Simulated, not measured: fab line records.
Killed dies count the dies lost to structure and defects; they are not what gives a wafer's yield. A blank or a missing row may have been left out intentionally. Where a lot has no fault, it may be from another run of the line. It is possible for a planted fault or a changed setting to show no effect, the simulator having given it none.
fab line records ; flow n5_finfet
[record] lots = 5; wafers = 15; last_day = 18
route steps=1938 shown HKMG_FIN@433 BEOL_M4@1111 PASSIVATION@1936
lots that met no fault: taken from a fault-free run of the same line
start_h: start of the lot's first displayed wafer, in hours after the record's first day ; wait_h: hours elapsed since this lot's preceding step ; " repeats the value in the row above ; L1.1+2: a row that stands for several wafers ; - no value, or no start given ; * or withheld: withheld ; < > ~ a bound
route shown NAME@n: names a module that has steps shown in the file, with the first one's number in the route ; usual: the fault-free wafers' mean and standard deviation ; same: alike in all rows ; chamber/n: place in a boat ; sites: the reading at each site ; _std_site: their standard deviation ; _edge_site: the outer-site mean with the inner-site mean subtracted ; radius_mm: for every site, how far away it sits from the centre of the wafer ; mask NAME#n: copy n ; behind: the tool/chamber that last shaped the wafer ; hold: why the lot was held/for how many hours/how that ended ; device: transistor that didn't switch, given as n, p or np ; end of line: the tests these same wafers got at the end of their route ; where a step has no rows: the recipe by itself ; killed: the dies lost at the first sort to structure and to defects; this is not the yield of the wafer ; map: a wafer's dies, marking killed ones x, the rest . and places with no die _
set.NAME: the setting that was run; set.NAME@STEP: the one run at that earlier step ; model.NAME: the simulator's own value behind a step, which no gauge read
lots seen at some steps along the route; tables by step, rows by wafer
services: from which hour (start_h, from the record's first day; less than 0 if before it) a tool's chamber was out of use, for how many hours, and why
[[steps]]
[step N5_HKMG_FIN_DESCUM_17]
[recipe] chemistry = O2; time_s = 7.9; source_power_w = 50; bias_power_w = 20; pressure_mtorr = 20; rf_frequency_hz = 2.712e+07; temp_c = 40; resist = CAR-ArF; o2_flow_sccm = 225
[step N5_HKMG_FIN_ETCH_31]
[recipe] chemistry = CF4; target = SiARC; target_depth_a = 455; mask_material = CAR-ArF; time_s = 75.8; ion_energy_ev = 80; pressure_mtorr = 40; source_w = 545; bias_w = 36; Ar_flow_sccm = 100; cf4_flow_sccm = 100; ends = cleared
[step N5_HKMG_FIN_ETCH_32]
[recipe] chemistry = N2/H2; target = SOC; target_depth_a = 2400; temp_c = 40; time_s = 300; ion_energy_ev = 200; mask_material = SiARC; pressure_mtorr = 30; source_w = 840; bias_w = 150; n2_flow_sccm = 200; h2_flow_sccm = 200
[step N5_HKMG_FIN_STRIP_33]
[recipe] chemistry = N2/H2; temp_c = 40; n2_flow_sccm = 200; h2_flow_sccm = 200; rf_frequency_hz = 6e+07
[step N5_HKMG_FIN_STRIP_34]
[recipe] chemistry = CF4; resist = SiARC; power_w = 300; bias_power_w = 75; pressure_mtorr = 50; cf4_flow_sccm = 150; rf_frequency_hz = 6e+07
[step N5_HKMG_FIN_ETCH_35]
[recipe] chemistry = N2/H2; target = SOC; target_depth_a = 2158; ion_energy_ev = 65; bias_w = 5; source_w = 3000; time_s = 243.4; pressure_mtorr = 30; n2_flow_sccm = 200; h2_flow_sccm = 200
[step N5_HKMG_FIN_STRIP_92]
[recipe] chemistry = N2/H2; material = SOC; time_s = 20; power_w = 500; temp_c = 40; pressure_mtorr = 50; rf_frequency_hz = 6e+07; bias_power_w = 8; h2_frac = 0.5; n2_flow_sccm = 300; h2_flow_sccm = 300
[step N5_HKMG_FIN_WET_ETCH_18]
[recipe] chemistry = SC1; target = TiN; mix = 1:1:5; temp_c = *; time_s = 55; target_depth_nm = 5.2; dry = ipa_marangoni; rinse_time_s = 30; rinse_temp_c = 23
[step N5_HKMG_FIN_STRIP_19]
[recipe] chemistry = N2/H2; power_w = 2500; temp_c = 300; h2_frac = 0.65; time_s = 360; pressure_mtorr = withheld; n2_flow_sccm = 1750; h2_flow_sccm = 3250
[step N5_HKMG_FIN_ALD_91]
[recipe] material = TiN; target_thk_a = 10; temp_c = 400; ald_precursor_family = TiCl4; ald_co_reactant = NH3; pulse_time_s = 1; purge_time_s = 3; co_reactant_purge_time_s = 2; co_reactant_pulse_time_s = 2; ald_cycles = 47; pressure_torr = 3
[step N5_HKMG_FIN_COAT_85]
[recipe] resist = SOC; temp_c = 250; time_s = 60; spin_rpm = 1500; resist_thk_nm = 300
[step N5_HKMG_FIN_ETCH_86]
[recipe] chemistry = N2/H2; target = SOC; target_depth_a = 3932; stop_on = TiN; ion_energy_ev = 100; bias_w = 61; pressure_mtorr = 30; source_w = 850; n2_flow_sccm = 200; h2_flow_sccm = 200
[usual] bias_w = 61.00/0.18; chamber_pressure_mTorr = 30.000/0.027; drypump_motor_current_A = 5.7/0.47; h2_flow_sccm = 200.0/0.61; oes_product_au = 0.75/0.074; rf_vpp_V = 240.3/0.96; showerhead_plenum_p_Torr = 2.51/0.037; throttle_valve_pct = 17.86/0.24
lot.wafer;tool;chamber;start_h;wait_h;bias_w;chamber_pressure_mTorr;drypump_motor_current_A;h2_flow_sccm;oes_product_au;rf_hours_counter_h;rf_vpp_V;showerhead_plenum_p_Torr;throttle_valve_pct;model.SOC_of_HKMG_FIN_COAT_85.thk_nm
L107.2;rie_diel-02;2;114.78;-;-;-;-;-;-;-;-;-;-;299.6
L107.3;rie_diel-02;0;114.78;-;-;-;-;-;-;-;-;-;-;299.6
L107.6;rie_diel-02;2;114.78;-;-;-;-;-;-;-;-;-;-;299.8
L108.1;rie_diel-01;2;122.27;-;-;-;-;-;-;-;-;-;-;298.8
L108.2;rie_diel-01;3;122.27;-;-;-;-;-;-;-;-;-;-;298.4
L108.4;rie_diel-01;1;122.27;-;-;-;-;-;-;-;-;-;-;298.8
L109.2;rie_diel-02;3;125.10;-;-;-;-;-;-;-;-;-;-;299
L109.4;rie_diel-02;2;125.10;-;-;-;-;-;-;-;-;-;-;298
L109.6;rie_diel-02;1;125.10;-;-;-;-;-;-;-;-;-;-;298.8
L114.1;rie_diel-02;1;159.40;-;61.43;29.959;6.1;199.6;0.72;155;240.1;2.55;17.67;16.8
L114.4;rie_diel-02;0;159.40;-;60.90;30.012;5.7;199.7;0.78;105;240.1;2.45;17.74;15
L114.5;rie_diel-02;1;159.40;-;61.16;29.975;6.1;200.2;0.72;-;240.9;2.55;17.66;16.8
L124.3;rie_diel-01;3;213.99;-;60.97;29.983;4.8;200.5;0.72;209;240.6;2.52;18.10;17.6
L124.5;rie_diel-01;2;213.99;-;60.96;29.966;5.7;200.1;0.91;-;240.6;2.49;17.76;12.2
L124.6;rie_diel-01;1;213.99;-;61.02;29.973;5.8;199.5;0.67;-;240.6;2.50;18.00;20.6
[step N5_HKMG_FIN_STRIP_89]
[recipe] chemistry = N2/H2; material = SOC; time_s = 20; power_w = 500; temp_c = 40; pressure_mtorr = 50; rf_frequency_hz = 6e+07; bias_power_w = 8; h2_frac = 0.5; n2_flow_sccm = 300; h2_flow_sccm = 300
[step N5_BEOL_M4_RC_MEAS_101]
[usual] DIBL_N = 36.5/1.4; DIBL_P = 36.5/1.6; IOFF_N = 0.163/0.022; IOFF_P = 0.219/0.029; ION_N = 675/8.3; ION_P = 464/6.2; SS_N = 71.5/0.52; SS_P = 73.4/0.57; VT_N = 249.7/2.6; VT_P = -250/3
lot.wafer;tool;chamber;start_h;wait_h;DIBL_N[mV/V];DIBL_P[mV/V];IOFF_N[nA/um];IOFF_P[nA/um];ION_N[uA/um];ION_P[uA/um];SS_N[mV/dec];SS_P[mV/dec];VT_N[mV];VT_P[mV]
L114.1;prober-01;0;246.45;0.0;36.2;37.9;0.182;0.281;683;477;72.1;73.4;245.3;-242
L114.4;prober-01;0;246.45;0.0;36.1;38.0;0.189;0.304;691;483;71.5;73.7;244.6;-241
L114.5;prober-01;0;246.45;0.0;35.5;37.1;0.170;0.271;680;476;71.5;74.0;247.4;-244
L124.3;prober-02;0;317.03;0.3;36.0;35.2;0.146;0.213;671;470;72.1;73.3;251.6;-248
L124.5;prober-02;0;317.03;0.3;36.0;35.6;0.148;0.219;673;463;71.5;73.5;250.7;-249
L124.6;prober-02;0;317.03;0.3;34.4;32.7;0.123;0.188;675;471;70.1;73.1;250.2;-250
[step N5_PASSIVATION_PROBE_49]
[usual] defect_limited_yield = 91.2/1.6; killed_at_M0_to_M3 = 33/11; killed_at_M4_up = 15/6.2; killed_at_contacts = 15/7.1; killed_at_front_end = 38/12; killed_at_other = 4/3.5; killed_dies = 104/19; killed_on_rim = 14/4; killed_open = 69/14; killed_short = 34/8.5; sort_bin_5_function = 5.2/0.99; sort_bin_6_memory = 3.3/0.77; sort_n_pass = 1076/19; sort_yield_pct = 91.2/1.6
[same] gross_dies = 1180; killed_at_back_side = 0; sort_bin_4_leakage[%] = 0; sort_bin_8_speed[%] = 0
lot.wafer;tool;chamber;start_h;wait_h;defect_limited_yield[%];killed_at_M0_to_M3;killed_at_M4_up;killed_at_contacts;killed_at_front_end;killed_at_other;killed_dies;killed_on_rim;killed_open;killed_short;sort_bin_5_function[%];sort_bin_6_memory[%];sort_n_pass;sort_yield_pct[%]
L107.2;prober-02;-;309.16;0.1;0;27;15;3;1134;1;1180;152;53;29;96.6;3.1;0;0
L107.3;prober-02;-;309.21;0.1;0;27;9;8;1131;5;1180;152;61;22;97.3;2.5;0;0
L107.6;prober-02;-;309.36;0.3;0;39;12;7;1120;2;1180;152;68;32;96.4;3.2;0;0
L108.1;prober-01;-;315.90;0.0;0;27;15;9;1126;3;1180;152;48;38;96.4;3.2;0;0
L108.2;prober-01;-;315.95;0.1;0;20;24;15;1121;0;1180;152;59;22;96.7;3.1;0;0
L108.4;prober-01;-;316.05;0.2;0;27;27;7;1112;7;1180;152;60;55;95.9;3.9;0;0
L109.2;prober-02;-;321.03;0.1;0;23;15;19;1123;0;1180;152;59;40;96.8;3.1;0;0
L109.4;prober-02;-;321.13;0.2;0;23;18;11;1125;3;1180;152;57;26;96.9;2.7;0;0
L109.6;prober-02;-;321.23;0.3;0;22;19;31;1107;1;1180;152;70;34;96.4;3.5;0;0
// killed by level:class
L107.2 HKMG_FIN:area_etch=1098 BEOL_M1:geometric_particle:open=10 STI_FIN_REVEAL:geometric_particle:open=8 GATE_CUT:geometric_particle:open=7 FIN_SAQP:geometric_particle:short=6 GATE_CUT:geometric_particle:short=6 BEOL_M4:geometric_particle:open=6 BEOL_M0_SAQP:geometric_particle:short=4
L107.3 HKMG_FIN:area_etch=1097 FIN_SAQP:geometric_particle:open=9 BEOL_M3:geometric_particle:open=9 BEOL_M2:geometric_particle:open=8 GATE_CUT:geometric_particle:open=7 MOL_CONTACT_COAG:geometric_particle:open=6 BEOL_M4:geometric_particle:open=6 GATE_CUT:geometric_particle:short=3
L107.6 HKMG_FIN:area_etch=1080 BEOL_M0_SAQP:geometric_particle:open=14 FIN_SAQP:geometric_particle:open=10 BEOL_M3:geometric_particle:open=9 BEOL_M0_SAQP:geometric_particle:short=8 GATE_CUT:geometric_particle:short=5 MOL_CONTACT_COAG:geometric_particle:open=5 STI_FIN_REVEAL:geometric_particle:open=4
L108.1 HKMG_FIN:area_etch=1094 STI_FIN_REVEAL:geometric_particle:open=10 BEOL_M0_SAQP:geometric_particle:short=9 BEOL_M0_SAQP:geometric_particle:open=8 BEOL_M4:geometric_particle:short=8 MOL_CONTACT_COAG:geometric_particle:open=7 FIN_SAQP:geometric_particle:short=5 GATE_CUT:geometric_particle:short=5
L108.2 HKMG_FIN:area_etch=1092 MOL_CONTACT_COAG:geometric_particle:open=14 STI_FIN_REVEAL:geometric_particle:open=8 BEOL_M4:geometric_particle:short=7 GATE_CUT:geometric_particle:open=5 BEOL_M1:geometric_particle:open=5 GATE_CUT:geometric_particle:short=4 BEOL_M4:geometric_particle:open=4
L108.4 HKMG_FIN:area_etch=1061 STI_FIN_REVEAL:geometric_particle:open=12 STARTING-WAFER:geometric_particle:short=9 FIN_SAQP:geometric_particle:short=8 BEOL_M0_SAQP:geometric_particle:short=7 GATE_CUT:geometric_particle:short=6 BEOL_M5:geometric_particle:open=6 DUMMY_GATE:geometric_particle:open=5
L109.2 HKMG_FIN:area_etch=1081 MOL_CONTACT_COAG:geometric_particle:open=15 FIN_SAQP:geometric_particle:short=9 FIN_SAQP:geometric_particle:open=8 GATE_CUT:geometric_particle:short=7 BEOL_M0_SAQP:geometric_particle:short=6 BEOL_M0_SAQP:geometric_particle:open=6 GATE_CUT:geometric_particle:open=5
L109.4 HKMG_FIN:area_etch=1095 STI_FIN_REVEAL:geometric_particle:open=10 MOL_CONTACT_COAG:geometric_particle:open=9 BEOL_M0_SAQP:geometric_particle:open=8 BEOL_M4:geometric_particle:open=8 BEOL_M0_SAQP:geometric_particle:short=6 BEOL_M5:geometric_particle:open=5 FIN_SAQP:geometric_particle:open=4
L109.6 HKMG_FIN:area_etch=1075 MOL_CONTACT_COAG:geometric_particle:open=24 BEOL_M4:geometric_particle:open=10 MOL_CONTACT_COAG:geometric_particle:short=7 GATE_CUT:geometric_particle:short=6 BEOL_M0_SAQP:geometric_particle:short=6 STARTING-WAFER:geometric_particle:open=5 FIN_SAQP:geometric_particle:short=4
// map L107.2 (x killed, . not)
_________________xxxxxxxxxxxx________________
______________xxxxxxxxxxxxxxxxxx_____________
___________xxxxxxxxxxxxxxxxxxxxxxxx__________
__________xxxxxxxxxxxxxxxxxxxxxxxxxx_________
________xxxxxxxxxxxxxxxxxxxxxxxxxxxxxx_______
_______xxxxxxxxxxxxxxxxxxxxxxxxxxxxxxxx______
______xxxxxxxxxxxxxxxxxxxxxxxxxxxxxxxxxx_____
_____xxxxxxxxxxxxxxxxxxxxxxxxxxxxxxxxxxxx____
____xxxxxxxxxxxxxxxxxxxxxxxxxxxxxxxxxxxxxx___
___xxxxxxxxxxxxxxxxxxxxxxxxxxxxxxxxxxxxxxxx__
___xxxxxxxxxxxxxxxxxxxxxxxxxxxxxxxxxxxxxxxx__
__xxxxxxxxxxxxxxxxxxxxxxxxxxxxxxxxxxxxxxxxxx_
__xxxxxxxxxxxxxxxxxxxxxxxxxxxxxxxxxxxxxxxxxx_
_xxxxxxxxxxxxxxxxxxxxxxxxxxxxxxxxxxxxxxxxxxxx
_xxxxxxxxxxxxxxxxxxxxxxxxxxxxxxxxxxxxxxxxxxxx
_xxxxxxxxxxxxxxxxxxxxxxxxxxxxxxxxxxxxxxxxxxxx
_xxxxxxxxxxxxxxxxxxxxxxxxxxxxxxxxxxxxxxxxxxxx
_xxxxxxxxxxxxxxxxxxxxxxxxxxxxxxxxxxxxxxxxxxxx
_xxxxxxxxxxxxxxxxxxxxxxxxxxxxxxxxxxxxxxxxxxxx
_xxxxxxxxxxxxxxxxxxxxxxxxxxxxxxxxxxxxxxxxxxxx
_xxxxxxxxxxxxxxxxxxxxxxxxxxxxxxxxxxxxxxxxxxxx
__xxxxxxxxxxxxxxxxxxxxxxxxxxxxxxxxxxxxxxxxxx_
__xxxxxxxxxxxxxxxxxxxxxxxxxxxxxxxxxxxxxxxxxx_
___xxxxxxxxxxxxxxxxxxxxxxxxxxxxxxxxxxxxxxxx__
___xxxxxxxxxxxxxxxxxxxxxxxxxxxxxxxxxxxxxxxx__
____xxxxxxxxxxxxxxxxxxxxxxxxxxxxxxxxxxxxxx___
_____xxxxxxxxxxxxxxxxxxxxxxxxxxxxxxxxxxxx____
______xxxxxxxxxxxxxxxxxxxxxxxxxxxxxxxxxx_____
_______xxxxxxxxxxxxxxxxxxxxxxxxxxxxxxxx______
________xxxxxxxxxxxxxxxxxxxxxxxxxxxxxx_______
__________xxxxxxxxxxxxxxxxxxxxxxxxxx_________
___________xxxxxxxxxxxxxxxxxxxxxxxx__________
______________xxxxxxxxxxxxxxxxxx_____________
_________________xxxxxxxxxxxx________________
// map L108.1 (x killed, . not)
_________________xxxxxxxxxxxx________________
______________xxxxxxxxxxxxxxxxxx_____________
___________xxxxxxxxxxxxxxxxxxxxxxxx__________
__________xxxxxxxxxxxxxxxxxxxxxxxxxx_________
________xxxxxxxxxxxxxxxxxxxxxxxxxxxxxx_______
_______xxxxxxxxxxxxxxxxxxxxxxxxxxxxxxxx______
______xxxxxxxxxxxxxxxxxxxxxxxxxxxxxxxxxx_____
_____xxxxxxxxxxxxxxxxxxxxxxxxxxxxxxxxxxxx____
____xxxxxxxxxxxxxxxxxxxxxxxxxxxxxxxxxxxxxx___
___xxxxxxxxxxxxxxxxxxxxxxxxxxxxxxxxxxxxxxxx__
___xxxxxxxxxxxxxxxxxxxxxxxxxxxxxxxxxxxxxxxx__
__xxxxxxxxxxxxxxxxxxxxxxxxxxxxxxxxxxxxxxxxxx_
__xxxxxxxxxxxxxxxxxxxxxxxxxxxxxxxxxxxxxxxxxx_
_xxxxxxxxxxxxxxxxxxxxxxxxxxxxxxxxxxxxxxxxxxxx
_xxxxxxxxxxxxxxxxxxxxxxxxxxxxxxxxxxxxxxxxxxxx
_xxxxxxxxxxxxxxxxxxxxxxxxxxxxxxxxxxxxxxxxxxxx
_xxxxxxxxxxxxxxxxxxxxxxxxxxxxxxxxxxxxxxxxxxxx
_xxxxxxxxxxxxxxxxxxxxxxxxxxxxxxxxxxxxxxxxxxxx
_xxxxxxxxxxxxxxxxxxxxxxxxxxxxxxxxxxxxxxxxxxxx
_xxxxxxxxxxxxxxxxxxxxxxxxxxxxxxxxxxxxxxxxxxxx
_xxxxxxxxxxxxxxxxxxxxxxxxxxxxxxxxxxxxxxxxxxxx
__xxxxxxxxxxxxxxxxxxxxxxxxxxxxxxxxxxxxxxxxxx_
__xxxxxxxxxxxxxxxxxxxxxxxxxxxxxxxxxxxxxxxxxx_
___xxxxxxxxxxxxxxxxxxxxxxxxxxxxxxxxxxxxxxxx__
___xxxxxxxxxxxxxxxxxxxxxxxxxxxxxxxxxxxxxxxx__
____xxxxxxxxxxxxxxxxxxxxxxxxxxxxxxxxxxxxxx___
_____xxxxxxxxxxxxxxxxxxxxxxxxxxxxxxxxxxxx____
______xxxxxxxxxxxxxxxxxxxxxxxxxxxxxxxxxx_____
_______xxxxxxxxxxxxxxxxxxxxxxxxxxxxxxxx______
________xxxxxxxxxxxxxxxxxxxxxxxxxxxxxx_______
__________xxxxxxxxxxxxxxxxxxxxxxxxxx_________
___________xxxxxxxxxxxxxxxxxxxxxxxx__________
______________xxxxxxxxxxxxxxxxxx_____________
_________________xxxxxxxxxxxx________________
[[services]]
tool;chamber;start_h;hours;kind
rie_diel-01;1;126.77;8.7;repair
rie_diel-01;2;136.93;-;clean
rie_diel-01;2;136.93;-;consumable_replace:focus_ring
rie_diel-01;2;136.93;22.3;scheduled_down
rie_diel-01;2;136.93;22.3;vent_cycle
rie_diel-01;0;205.00;10.7;repair
[[key]]
[first_sign] step = N5_HKMG_FIN_ETCH_86; reading = tool_record; direction = missing
[effect] step = N5_PASSIVATION_PROBE_49; reading = sort_bin_5_function; direction = up; sigmas = 92; usual = 5.2; struck = 96.6
[model_effect] step = N5_HKMG_FIN_ETCH_86; value = SOC_of_HKMG_FIN_COAT_85.thk_nm; without = 18.27; struck = 299
[more_kills_born_at] N5_HKMG_FIN_ETCH_86@rie_diel-02 = 6522; N5_HKMG_FIN_ETCH_86@rie_diel-01 = 3247
met_at N5_HKMG_FIN_ETCH_86
struck_wafers L107.2,L107.3,L107.6,L108.1,L108.2,L108.4,L109.2,L109.4,L109.6
later_rows_left_out L107.2,L107.3,L107.6,L108.1,L108.2,L108.4,L109.2,L109.4,L109.6
[fault] kind = skipped_step_whole; tool = rie_diel-01,rie_diel-02; chamber = -; onset_h = 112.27; steps = N5_HKMG_FIN_ETCH_86; scope = struck_lots_only
// later_rows_left_out: the simulator's readings of these wafers behind a module that went badly wrong aren't trusted and aren't shown, but for the sort
